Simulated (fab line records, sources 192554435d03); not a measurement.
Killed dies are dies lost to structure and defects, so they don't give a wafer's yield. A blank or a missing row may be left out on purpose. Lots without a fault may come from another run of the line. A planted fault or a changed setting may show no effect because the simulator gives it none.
Split-lot experiment | flow n5_finfet | 7 lots, 21 wafers read, on a route of 1938 steps

THE SPLIT
At N5_BEOL_M15_TRENCH_ETCH_34 (etches SiO2 in C4F8/O2/Ar, target depth 872.93 nm, time 199 s), the setting time_s was moved away from the recipe's 199 s on 7 of the 21 wafers read, by -14.2% to +21.0%. The other wafers ran this setting at the recipe's value.

FROM THE SPLIT TO THE READING: what the file shows between them, 7 steps
- N5_BEOL_M15_STRIP_36: strips in O2
- N5_BEOL_M15_ECD_47: material Cu, target thk 1860 nm
- N5_BEOL_M15_ANNEAL_48: time 90 s
- N5_BEOL_M15_CMP_49: polishes, stops on SiO2, t overpolish 4.9 s, target thk 850 nm
- N5_BEOL_M15_THK_MEAS_50: measures by xrf
- N5_BEOL_M15_PRE_CLEAN_52: time 15 s
- N5_BEOL_M15_DEP_53: deposits SiCN from 3MS/NH3, target thk 50 nm, time 17.8 s

THE READING
M15_RS, in ohm/sq, at N5_BEOL_M15_RS_MEAS_54 (measures by four-point-probe). Fault-free wafers of this fab line usually give 0.0214 ohm/sq, standard deviation 0.0007 ohm/sq.

wafer  | tool, chamber at the split | time_s as run, s | against the recipe | M15_RS, ohm/sq | against lot-mates on the recipe
L074.1 | rie_diel-05, 3             | 212.5            | +6.8%              | 0.0189         | -0.0023
L074.3 | rie_diel-05, 0             | 199              | recipe             | 0.0212         | -
L074.5 | rie_diel-05, 0             | 199              | recipe             | 0.0212         | -
L077.3 | rie_diel-05, 1             | 172.4            | -13.4%             | 0.0256         | +0.0042
L077.4 | rie_diel-05, 2             | 199              | recipe             | 0.0214         | -
L077.5 | rie_diel-05, 0             | 172.4            | -13.4%             | 0.0246         | +0.0032
L081.3 | rie_diel-01, 1             | 240.7            | +21.0%             | 0.0170         | no lot-mate on the recipe
L081.5 | rie_diel-01, 0             | 240.7            | +21.0%             | 0.0180         | no lot-mate on the recipe
L081.6 | rie_diel-01, 3             | 240.7            | +21.0%             | 0.0183         | no lot-mate on the recipe
L085.3 | rie_diel-03, 2             | 199              | recipe             | 0.0212         | -
L085.4 | rie_diel-03, 1             | 199              | recipe             | 0.0213         | -
L085.5 | rie_diel-03, 2             | 199              | recipe             | 0.0213         | -
L089.1 | rie_diel-01, 3             | 199              | recipe             | 0.0227         | -
L089.3 | rie_diel-01, 2             | 199              | recipe             | 0.0213         | -
L089.5 | rie_diel-01, 3             | 199              | recipe             | 0.0225         | -
L093.2 | rie_diel-05, 2             | 199              | recipe             | 0.0220         | -
L093.5 | rie_diel-05, 2             | 199              | recipe             | 0.0221         | -
L093.6 | rie_diel-05, 1             | 199              | recipe             | 0.0225         | -
L096.1 | rie_diel-03, 3             | 170.7            | -14.2%             | 0.0239         | +0.0030
L096.2 | rie_diel-03, 2             | 199              | recipe             | 0.0209         | -
L096.5 | rie_diel-03, 2             | 199              | recipe             | 0.0209         | -

THE FIT
A straight line over all 21 wafers: M15_RS changes by -0.000201 ohm/sq for each +1% of time_s; r = -0.94; the points scatter about the line by 0.00073 ohm/sq.
The same after taking each lot's own level away (the mean of its wafers on the recipe; 18 wafers): -0.000262 ohm/sq for each +1%; r = -0.97; scatter 0.00041 ohm/sq.
On that fit, the largest move of time_s shifts the reading by 0.0055 ohm/sq.
The lots' own levels span 0.02090 to 0.02220 ohm/sq, that is 1.9 times the standard deviation above.
So the lot-to-lot level changes the slope: the two fits differ.
Check: with one of the wafers moved furthest among these (-14.2%) left out of the fit, the line predicts +0.00403 ohm/sq for it against its lot-mates. It came out at +0.003 ohm/sq against them.

THE WHOLE CHAIN: every reading that the file lists as answering this split, in the file's order
step                       | what it does                                                   | reading                                                                       | change (the file's fit)               | r (the file's)
N5_BEOL_M15_TRENCH_ETCH_34 | etches SiO2 in C4F8/O2/Ar, target depth 872.93 nm, time 199 s  | etch.depth_nm (the simulator's own value, which no gauge read)                | +9.21 nm for each +1% of the setting  | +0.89
N5_BEOL_M15_CMP_49         | polishes, stops on SiO2, t overpolish 4.9 s, target thk 850 nm | Cu_of_BEOL_M15_ECD_47.thk_nm (the simulator's own value, which no gauge read) | +9.21 nm for each +1% of the setting  | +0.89
N5_BEOL_M15_THK_MEAS_50    | measures by xrf                                                | M15_THK                                                                       | +9.42 for each +1% of the setting     | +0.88
N5_BEOL_M15_RS_MEAS_54     | measures by four-point-probe                                   | M15_RS                                                                        | -0.000252 for each +1% of the setting | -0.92

THE FILE'S OWN FIT
M15_RS changes by -0.000252 ohm/sq for each +1% of time_s, r = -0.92.
